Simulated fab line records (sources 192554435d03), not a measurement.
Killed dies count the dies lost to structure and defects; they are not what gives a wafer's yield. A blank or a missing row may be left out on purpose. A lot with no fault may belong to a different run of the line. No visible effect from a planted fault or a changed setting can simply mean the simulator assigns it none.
8D (eight disciplines) problem report, filled in by code || flow n5 finfet || the parts of the form that need people (team, actions taken, sign-off) are left out

== 1. WHAT IS WRONG ==
Mean of rf fwd power W at N5_HKMG_FIN_ETCH_67: 1050 W across 6 wafers in 2 lots; on wafers with no fault it is 844 W (standard deviation 3.4). That is +61 standard deviations from the usual mean.
The step: etches SOC in N2/H2, stops on TiN, target depth 388.9 nm.
Seen first at day 5 04:56 on rie diel-02, wafer L610.1. The record has a number at this step for 27 wafers belonging to 9 lots. Rule for "out", or "out of limits": more than 4 standard deviations from the usual mean. The rest of the wafers with a number are treated as sound.

== 2. WHAT IT IS AND WHAT IT IS NOT ==
{"question": "which readings at this step", "is": "rf fwd power W, rf vpp V", "is not": "chamber pressure mTorr, drypump motor current A, showerhead plenum p Torr, throttle valve pct"}
{"question": "which lots", "is": "L610, L614", "is not": "L607, L609, L622, L625, L626, L627, L629"}
{"question": "which wafers of those lots", "is": "all that have a number", "is not": "-"}
{"question": "read on which tools", "is": "rie diel-02", "is not": "rie diel-01, rie diel-05"}
{"question": "when", "is": "from day 5 04:56", "is not": "up to then (6 sound wafers); but 15 sound wafers of L622, L625, L626, L627, L629 came after"}

== 3. THE SUSPECTS, EACH WITH WHAT RULES IT OUT ==
Counting: a tool at any process step up to the reading remains a suspect when it ran all the lots that are out and ran no sound lot after the first of those.
- rie diel-02 at N5_HKMG_FIN_ETCH_67 (etches SOC in N2/H2, stops on TiN, target depth 388.9 nm): ruled out as a lasting fault. Following L610 (day 5 04:56), the first lot on it that is out, the sound lots L627, L629 were run on it.
Left after counting: nothing in the record.

== 4. THE CAUSE (what the simulator had put in) ==
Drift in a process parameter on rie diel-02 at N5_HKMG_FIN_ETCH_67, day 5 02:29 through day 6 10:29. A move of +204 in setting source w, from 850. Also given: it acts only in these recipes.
Counting ruled it out, wrongly.

== 5. THE EFFECT CHAIN, in route order ==
One row per reading whose mean, taken over the struck wafers that have a number, lies over 3 standard deviations from the usual. Readings are gone through only where the record gives a usual standard deviation; hours: the median, over the lots, of the time from a lot's start at the first step in this table giving one to that lot's start at this step; sigmas: the change measured in usual standard deviations.
{"hours": 0, "step": "N5_HKMG_FIN_ETCH_67", "reading": "rf fwd power W", "usual": "844 W", "on struck wafers": 1050, "change": "+206", "sigmas": "+61"}
{"hours": 0, "step": "N5_HKMG_FIN_ETCH_67", "reading": "rf vpp V", "usual": "241.0 V", "on struck wafers": 224.4, "change": -16.6, "sigmas": -11}
Process steps it contains:
- N5_HKMG_FIN_ETCH_67: etches SOC in N2/H2, stops on TiN, target depth 388.9 nm.
At these later measuring or inspecting steps, every struck wafer for which the step has a row has a number for every such reading, and none has moved that far: N5_BEOL_M4_RC_MEAS_101.

== 6. WHAT WOULD HAVE CAUGHT IT SOONER ==
First out-of-limits reading in this record: day 5 04:56, which is 2 hours after fault onset at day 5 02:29.
